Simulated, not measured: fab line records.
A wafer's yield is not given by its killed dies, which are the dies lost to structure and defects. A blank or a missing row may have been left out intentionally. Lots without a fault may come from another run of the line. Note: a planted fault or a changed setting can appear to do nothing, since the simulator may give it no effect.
fab line records	flow n5Finfet
record: lots: 7	wafers: 39
route steps=1938 shown BEOL_M5@1160
startH: start of the lot's first displayed wafer, in hours after the record's first day	waitH: hours elapsed since this lot's preceding step	" as in the row above	L1.1+2: one row covering several wafers at once	- no value, or no start was given	* or withheld: withheld	< > ~ a bound
route shown NAME@n: NAME is a module with steps in the file, n the number in the route of the first one	usual: mean/standard deviation taken from wafers without a fault	same: alike in all rows	chamber/n: place in a boat	sites: the reading at each site	_std_site: standard deviation of those values	_edge_site: the outer-site mean with the inner-site mean subtracted	radiusMm: how far each site lies from the wafer's centre	mask NAME#n: copy n	behind: the tool/chamber that last shaped the wafer	hold: cause of the lot's hold/its duration in hours/its outcome	device: whichever transistor did not switch (one of n, p or np)	end of line: the tests these same wafers got at the end of their route	step lacking rows: just its recipe	killed: at the first sort, the dies lost to defects and structure; wafer yield is something else	map: dies across one wafer; x = killed, . = not, _ = none there
set.NAME: setting as actually run; set.NAME@STEP: the setting as run at that earlier step	model.NAME: the simulator's own value behind a step, which no gauge read
lots run with intentionally changed settings; tables by step, rows by wafer
== steps ==
step: N5_BEOL_M5_TRENCH_ETCH_37
recipe: chemistry: C4F6/O2	targetDepthA: 716.52	target: SiCOH_lowk	timeS: 24.7	ionEnergyEv: 250	pressureMtorr: 30	sourceW: 345	biasW: 185	Ar_flow_sccm: 300	C4F6_flow_sccm: 10	O2_flow_sccm: 10
lot.wafer	tool	chamber	startH	waitH	set.targetDepthA	model.etch.depthNm	model.BEOL_M5.featureDepthNm	model.TiN_of_BEOL_M5_HM_DEP_02.thkNm
L074.1	rieDiel-04	2	-	-	716.52	72.58	72.6	17.6
L074.2	"	0	"	"	477.1	48.6	48.6	18.4
L074.3	"	3	"	"	477.1	47.61	47.6	18.8
L074.4	"	1	"	"	716.52	71.67	71.6	17.8
L074.5	"	3	"	"	477.1	47.72	47.8	18.6
L074.6	"	2	"	"	716.52	72.82	72.8	17.6
L077.1	rieDiel-05	1	-	-	716.52	72.69	72.6	18.2
L077.2	"	3	"	"	417.2	41.68	41.6	19.2
L077.3	"	0	"	"	417.2	41.31	41.4	19
L077.4	"	3	"	"	716.52	71.03	71	18
L077.5	"	0	"	"	716.52	71.38	71.4	18.4
L077.6	"	1	"	"	417.2	42.36	42.4	19
L076.1	rieDiel-03	1	-	-	882.5	86.7	86.6	17.8
L076.2	"	2	"	"	716.52	71.22	71.2	17.8
L076.3	"	3	"	"	716.52	71.18	71.2	18.2
L076.4	"	0	"	"	882.5	88	88	17.4
L076.5	"	3	"	"	882.5	88.63	88.6	17.8
L076.6	"	2	"	"	716.52	71.82	71.8	18
L090.1	rieDiel-05	0	-	-	716.52	71.85	71.8	17.8
L090.2	"	1	"	"	716.52	73.51	73.6	17.8
L090.3	"	3	"	"	716.52	72.87	72.8	17.4
L090.4	"	2	"	"	716.52	73.62	73.6	17.4
L090.5	"	0	"	"	716.52	71.76	71.8	17.8
L090.6	"	1	"	"	716.52	73.4	73.4	17.6
L091.1	rieDiel-03	1	-	-	716.52	70.91	71	17.8
L091.2	"	0	"	"	716.52	70.57	70.6	17.6
L091.4	"	3	"	"	716.52	72.5	72.4	17.6
L092.1	rieDiel-03	1	-	-	716.52	69.97	70	18.2
L092.2	"	2	"	"	716.52	74.63	74.6	18
L092.3	"	3	"	"	716.52	72.47	72.4	18.2
L092.4	"	0	"	"	606	59.99	60	18.4
L092.5	"	1	"	"	606	59.6	59.6	18.4
L092.6	"	0	"	"	606	59.72	59.8	18.6
L096.1	rieDiel-04	0	-	-	383.3	38.32	38.4	18.8
L096.2	"	2	"	"	383.3	38.27	38.2	19
L096.3	"	3	"	"	716.52	71.2	71.2	18
L096.4	"	3	"	"	716.52	71.24	71.2	17.8
L096.5	"	0	"	"	383.3	38.43	38.4	19
L096.6	"	2	"	"	716.52	71.55	71.6	17.8
step: N5_BEOL_M5_ETCH_41
recipe: chemistry: CH3F/O2	target: SiCN	targetDepthA: 315	taperDeg: 2	timeS: 56.7	ionEnergyEv: 120	maskMaterial: TiN	pressureMtorr: 30	sourceW: 395	biasW: 75	Ar_flow_sccm: 150	CH3F_flow_sccm: 30	O2_flow_sccm: 20
step: N5_BEOL_M5_STRIP_91
recipe: chemistry: N2/H2	timeS: 10	powerW: 450	tempC: 40	pressureMtorr: 20	rfFrequencyHz: 6e+07	biasPowerW: 7	n2FlowSccm: 200	h2FlowSccm: 200
step: N5_BEOL_M5_OCD_MEAS_38
usual: trenchDepthNm: 71.5/1.3
lot.wafer	tool	chamber	startH	waitH	set.targetDepthA@BEOL_M5_TRENCH_ETCH_37	trenchDepthNm
L074.1	ocd-01	-	167.63	-	716.52	72.7
L074.2	"	-	"	"	477.1	48.5
L074.3	"	-	"	"	477.1	48.2
L074.4	"	-	"	"	716.52	71.6
L074.5	"	-	"	"	477.1	47.8
L074.6	"	-	"	"	716.52	73.0
L077.1	ocd-01	-	184.42	-	716.52	73.0
L077.2	"	-	"	"	417.2	41.9
L077.3	"	-	"	"	417.2	41.1
L077.4	"	-	"	"	716.52	71.2
L077.5	"	-	"	"	716.52	71.7
L077.6	"	-	"	"	417.2	42.4
L076.1	ocd-02	-	191.14	-	882.5	86.3
L076.2	"	-	"	"	716.52	71.0
L076.3	"	-	"	"	716.52	71.2
L076.4	"	-	"	"	882.5	88.3
L076.5	"	-	"	"	882.5	88.2
L076.6	"	-	"	"	716.52	71.5
L090.1	ocd-01	-	275.66	-	716.52	72.2
L090.2	"	-	"	"	716.52	73.7
L090.3	"	-	"	"	716.52	72.7
L090.4	"	-	"	"	716.52	73.1
L090.5	"	-	"	"	716.52	71.4
L090.6	"	-	"	"	716.52	73.3
L091.1	ocd-01	-	286.68	-	716.52	71.3
L091.2	"	-	"	"	716.52	70.3
L091.4	"	-	"	"	716.52	72.7
L092.1	ocd-02	-	295.32	-	716.52	69.8
L092.2	"	-	"	"	716.52	74.8
L092.3	"	-	"	"	716.52	72.7
L092.4	"	-	"	"	606	60.0
L092.5	"	-	"	"	606	59.7
L092.6	"	-	"	"	606	59.7
L096.1	ocd-02	-	329.33	-	383.3	38.1
L096.2	"	-	"	"	383.3	38.5
L096.3	"	-	"	"	716.52	71.3
L096.4	"	-	"	"	716.52	71.6
L096.5	"	-	"	"	383.3	38.8
L096.6	"	-	"	"	716.52	71.4
step: N5_BEOL_M5_HM_STRIP_39
recipe: chemistry: peroxideTinStrip	material: TiN	targetDepthA: 250	tempC: 50	timeS: 158
step: N5_BEOL_M5_SRD_40
recipe: timeS: 30	tempC: 23	rinseLiquid: diw	dry: ipaMarangoni
step: N5_BEOL_M5_ECD_50
recipe: material: Cu	targetThkA: 3000
step: N5_BEOL_M5_ANNEAL_51
recipe: tempC: 225	timeS: 90	ambient: N2
step: N5_BEOL_M5_CMP_52
recipe: stopOn: SiCOH_lowk	tOverpolishS: 6.9	downForcePsi: 1	platenRpm: 50	clearingPlatenDownForcePsi: 1.5	clearingPlatenRpm: 50	postCmpClean: cuAlkaline	targetThkNm: 62	clearingPlatenPadVelocityMS: 0.99484	padVelocityMS: 0.99484
lot.wafer	tool	chamber	startH	waitH	set.targetDepthA@BEOL_M5_TRENCH_ETCH_37	model.Cu_of_BEOL_M5_ECD_50.thkNm
L074.2	cmp-01	0	174.63	0.2	477.1	40.4
L074.1	"	1	"	"	716.52	64.6
L074.3	"	2	"	"	477.1	37
L074.4	"	3	"	"	716.52	63.8
L074.5	"	0	"	"	477.1	39.8
L074.6	"	1	"	"	716.52	65.6
L077.2	cmp-03	1	191.14	0.2	417.2	34.8
L077.4	"	2	"	"	716.52	62.6
L077.3	"	3	"	"	417.2	32.4
L077.1	"	0	"	"	716.52	63.8
L077.6	"	1	"	"	417.2	34.2
L077.5	"	2	"	"	716.52	62.4
L076.3	cmp-02	1	197.49	0.2	716.52	62
L076.2	"	2	"	"	716.52	61
L076.1	"	3	"	"	882.5	77.2
L076.4	"	0	"	"	882.5	78.6
L076.6	"	1	"	"	716.52	63
L076.5	"	2	"	"	882.5	77.4
L090.2	cmp-03	0	283.71	0.2	716.52	62.2
L090.1	"	1	"	"	716.52	64.2
L090.4	"	2	"	"	716.52	62.6
L090.3	"	3	"	"	716.52	63.2
L090.6	"	0	"	"	716.52	62.8
L090.5	"	1	"	"	716.52	63.4
L091.4	cmp-01	3	293.32	0.1	716.52	63.6
L091.2	"	0	"	"	716.52	61.6
L091.1	"	2	"	"	716.52	60.6
L092.1	cmp-03	0	302.69	0.3	716.52	58.2
L092.3	"	1	"	"	716.52	62.8
L092.2	"	2	"	"	716.52	64
L092.4	"	3	"	"	606	49.2
L092.5	"	0	"	"	606	48.2
L092.6	"	1	"	"	606	51.8
L096.1	cmp-03	0	335.61	0.3	383.3	27.4
L096.4	"	1	"	"	716.52	61
L096.2	"	2	"	"	383.3	26.6
L096.3	"	3	"	"	716.52	60.2
L096.6	"	0	"	"	716.52	60.4
L096.5	"	1	"	"	383.3	28.2
step: N5_BEOL_M5_THK_MEAS_53
recipe: thkMeasGauge: xrf	reads: Cu_of_BEOL_M5_ECD_50
usual: M5_THK: 62.8/1.8
lot.wafer	tool	chamber	startH	waitH	set.targetDepthA@BEOL_M5_TRENCH_ETCH_37	M5_THK[nm]
L074.1	filmMetro-02	-	174.92	-	716.52	65.6
L074.2	"	-	"	"	477.1	40.8
L074.3	"	-	"	"	477.1	37.8
L074.4	"	-	"	"	716.52	64.9
L074.5	"	-	"	"	477.1	40.6
L074.6	"	-	"	"	716.52	67.0
L077.1	filmMetro-02	-	191.43	-	716.52	65.5
L077.2	"	-	"	"	417.2	35.7
L077.3	"	-	"	"	417.2	33.2
L077.4	"	-	"	"	716.52	63.7
L077.5	"	-	"	"	716.52	64.0
L077.6	"	-	"	"	417.2	35.2
L076.1	filmMetro-01	-	197.78	-	882.5	77.4
L076.2	"	-	"	"	716.52	61.3
L076.3	"	-	"	"	716.52	61.8
L076.4	"	-	"	"	882.5	79.0
L076.5	"	-	"	"	882.5	77.7
L076.6	"	-	"	"	716.52	63.1
L090.1	filmMetro-02	-	284.00	-	716.52	64.9
L090.2	"	-	"	"	716.52	62.9
L090.3	"	-	"	"	716.52	64.2
L090.4	"	-	"	"	716.52	63.5
L090.5	"	-	"	"	716.52	64.2
L090.6	"	-	"	"	716.52	63.6
L091.1	filmMetro-02	-	293.62	-	716.52	61.2
L091.2	"	-	"	"	716.52	62.8
L091.4	"	-	"	"	716.52	64.4
L092.1	filmMetro-02	-	302.99	-	716.52	59.4
L092.2	"	-	"	"	716.52	65.2
L092.3	"	-	"	"	716.52	64.3
L092.4	"	-	"	"	606	50.6
L092.5	"	-	"	"	606	49.3
L092.6	"	-	"	"	606	53.0
L096.1	filmMetro-01	-	335.90	-	383.3	27.7
L096.2	"	-	"	"	383.3	26.8
L096.3	"	-	"	"	716.52	60.8
L096.4	"	-	"	"	716.52	61.6
L096.5	"	-	"	"	383.3	28.3
L096.6	"	-	"	"	716.52	60.7
step: N5_BEOL_M5_PRE_CLEAN_77
recipe: gas: NH3/H2	timeS: 15	tempC: *	rfPowerW: 300
step: N5_BEOL_M5_CO_CAP_78
recipe: material: Co	targetThkA: 20	tempC: 200	precursor: CCTBA/H2	pressureTorr: 30	timeS: 102.1
step: N5_BEOL_M5_PRE_CLEAN_55
recipe: gas: NH3	timeS: 15	tempC: withheld	rfPowerW: 300
step: N5_BEOL_M5_DEP_56
recipe: material: SiCN	targetThkA: 80	tempC: withheld	precursor: 3MS/NH3	pressureTorr: 3	rfW: 202	timeS: 14
step: N5_BEOL_M5_RS_MEAS_57
recipe: thkMeasGauge: four-point-probe	reads: Co_of_BEOL_M5_CO_CAP_78+Cu_of_BEOL_M5_ECD_50+Co_of_BEOL_M5_CVD_47+TaN_of_BEOL_M5_ALD_86
usual: M5_RS: 0.385/0.013
lot.wafer	tool	chamber	startH	waitH	set.targetDepthA@BEOL_M5_TRENCH_ETCH_37	M5_RS[ohm/sq]
L074.1	filmMetro-02	-	175.19	0.0	716.52	0.368
L074.2	"	-	"	"	477.1	0.660
L074.3	"	-	"	"	477.1	0.739
L074.4	"	-	"	"	716.52	0.372
L074.5	"	-	"	"	477.1	0.674
L074.6	"	-	"	"	716.52	0.362
L077.1	filmMetro-01	-	191.71	0.1	716.52	0.374
L077.2	"	-	"	"	417.2	0.799
L077.3	"	-	"	"	417.2	0.882
L077.4	"	-	"	"	716.52	0.381
L077.5	"	-	"	"	716.52	0.385
L077.6	"	-	"	"	417.2	0.820
L076.1	filmMetro-01	-	198.04	0.0	882.5	0.298
L076.2	"	-	"	"	716.52	0.394
L076.3	"	-	"	"	716.52	0.387
L076.4	"	-	"	"	882.5	0.292
L076.5	"	-	"	"	882.5	0.296
L076.6	"	-	"	"	716.52	0.380
L090.1	filmMetro-02	-	284.27	0.0	716.52	0.370
L090.2	"	-	"	"	716.52	0.384
L090.3	"	-	"	"	716.52	0.376
L090.4	"	-	"	"	716.52	0.381
L090.5	"	-	"	"	716.52	0.376
L090.6	"	-	"	"	716.52	0.380
L091.1	filmMetro-02	-	293.88	0.0	716.52	0.397
L091.2	"	-	"	"	716.52	0.388
L091.4	"	-	"	"	716.52	0.374
L092.1	filmMetro-02	-	303.25	0.0	716.52	0.417
L092.2	"	-	"	"	716.52	0.372
L092.3	"	-	"	"	716.52	0.381
L092.4	"	-	"	"	606	0.513
L092.5	"	-	"	"	606	0.524
L092.6	"	-	"	"	606	0.479
L096.1	filmMetro-01	-	336.16	0.0	383.3	1.098
L096.2	"	-	"	"	383.3	1.145
L096.3	"	-	"	"	716.52	0.401
L096.4	"	-	"	"	716.52	0.396
L096.5	"	-	"	"	383.3	1.063
L096.6	"	-	"	"	716.52	0.400
== key ==
split: step: N5_BEOL_M5_TRENCH_ETCH_37	setting: targetDepthA	stated: 716.52	by: wafer
response: step: N5_BEOL_M5_TRENCH_ETCH_37	reading: model.etch.depthNm	change: +0.719	per: 1%	r: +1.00
response: step: N5_BEOL_M5_TRENCH_ETCH_37	reading: model.BEOL_M5.featureDepthNm	change: +0.719	per: 1%	r: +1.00
response: step: N5_BEOL_M5_TRENCH_ETCH_37	reading: model.TiN_of_BEOL_M5_HM_DEP_02.thkNm	change: -0.0224	per: 1%	r: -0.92
response: step: N5_BEOL_M5_OCD_MEAS_38	reading: trenchDepthNm	change: +0.72	per: 1%	r: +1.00
response: step: N5_BEOL_M5_CMP_52	reading: model.Cu_of_BEOL_M5_ECD_50.thkNm	change: +0.718	per: 1%	r: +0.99
response: step: N5_BEOL_M5_THK_MEAS_53	reading: M5_THK	change: +0.728	per: 1%	r: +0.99
response: step: N5_BEOL_M5_RS_MEAS_57	reading: M5_RS	change: -0.0114	per: 1%	r: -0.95
